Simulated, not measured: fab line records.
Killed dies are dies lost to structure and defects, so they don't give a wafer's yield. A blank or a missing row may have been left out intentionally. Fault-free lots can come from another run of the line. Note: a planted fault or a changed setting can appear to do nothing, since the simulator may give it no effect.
Lot-split experiment	flow n5 finfet	21 wafers read across 7 lots, on a route 1938 steps long

== ON THE SPLIT ==
At N5_BEOL_M10_VIA_ETCH_34 (etches SiCOH lowk in C4F6/O2, target depth 184.5 nm, time 69.2 s), the setting time s was moved away from the recipe's 69.2 s on 7 of the 21 wafers read, by -22.3% to +22.3%. All remaining wafers had this setting at the recipe value.

The split's own step is where the reading is taken.

== THE READING ==
SOC_of_BEOL_M10_COAT_63.thk nm (the simulator's own value, which no gauge read), in nm, at N5_BEOL_M10_VIA_ETCH_34 (etches SiCOH lowk in C4F6/O2, target depth 184.5 nm, time 69.2 s). The file does not state a usual value for it. Across the 14 wafers here that went through the recipe, the average is 92.2 nm and the standard deviation 0.38 nm.

wafer	tool, chamber at the split	time s as run, s	against the recipe	SOC_of_BEOL_M10_COAT_63.thk nm, nm	against lot-mates on the recipe
L076.1	rie diel-04, 0	69.2	recipe	91.8	-
L076.5	rie diel-04, 0	69.2	recipe	92	-
L076.6	rie diel-04, 1	69.2	recipe	91.4	-
L078.2	rie diel-04, 1	69.2	recipe	92	-
L078.3	rie diel-04, 0	53.77	-22.3%	93.8	+1.7
L078.5	rie diel-04, 0	69.2	recipe	92.2	-
L088.1	rie diel-04, 3	69.2	recipe	92.4	-
L088.3	rie diel-04, 2	69.2	recipe	92	-
L088.6	rie diel-04, 2	58.32	-15.7%	93.2	+1.0
L087.1	rie diel-02, 0	55.39	-20.0%	94	no lot-mate on the recipe
L087.5	rie diel-02, 0	55.39	-20.0%	94.2	no lot-mate on the recipe
L087.6	rie diel-02, 1	55.39	-20.0%	93.8	no lot-mate on the recipe
L089.4	rie diel-05, 0	84.61	+22.3%	90.2	-2.0
L089.5	rie diel-05, 2	69.2	recipe	92.2	-
L089.6	rie diel-05, 3	84.61	+22.3%	90.6	-1.6
L091.1	rie diel-02, 0	69.2	recipe	92.4	-
L091.4	rie diel-02, 2	69.2	recipe	92.4	-
L091.6	rie diel-02, 1	69.2	recipe	92.2	-
L094.2	rie diel-04, 3	69.2	recipe	92.8	-
L094.5	rie diel-04, 0	69.2	recipe	93	-
L094.6	rie diel-04, 1	69.2	recipe	92.4	-

FIT RESULTS
A straight line over all 21 wafers: SOC_of_BEOL_M10_COAT_63.thk nm changes by -0.0813 nm for each +1% of time s; r = -0.94; the points scatter about the line by 0.36 nm.
The same after taking each lot's own level away (the mean of its wafers on the recipe; 18 wafers): -0.077 nm for each +1%; r = -0.97; scatter 0.2 nm.
That fit puts the effect of the largest move of time s on the reading at 1.7 nm.
Across the lots, their own levels run from 91.73 to 92.73 nm, a range of 2.6 times the standard deviation given above.
Consequently the slope shifts little with the lot-to-lot level, the two slopes agreeing.
Check: +1.69 nm against its lot-mates is what the line predicts for one of the wafers moved furthest among these (-22.3%) when that wafer is left out of the fit. Against them it came out at +1.7 nm.

== THESE WAFERS: OTHER SPLITS ==
These wafers also went through other splits before the reading. Each is held against what the fit with the lots' levels taken away leaves over:
other split on the same wafers	wafers away from the commonest value	r with SOC_of_BEOL_M10_COAT_63.thk nm (lot level and that fit taken away)
N5_BEOL_M9_TRENCH_ETCH_37 bias w	3	+0.31

== THE WHOLE CHAIN: every reading that the file lists as answering this split, in the file's order ==
step	what it does	reading	change (the file's fit)	r (the file's)
N5_BEOL_M10_VIA_ETCH_34	etches SiCOH lowk in C4F6/O2, target depth 184.5 nm, time 69.2 s	etch.depth nm (the simulator's own value, which no gauge read)	+1.82 nm for each +1% of the setting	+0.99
N5_BEOL_M10_VIA_ETCH_34	etches SiCOH lowk in C4F6/O2, target depth 184.5 nm, time 69.2 s	SOC_of_BEOL_M10_COAT_63.thk nm (the simulator's own value, which no gauge read)	-0.0756 nm for each +1% of the setting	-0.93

== FILE'S OWN FIT ==
SOC_of_BEOL_M10_COAT_63.thk nm changes by -0.0756 nm for each +1% of time s, r = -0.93.
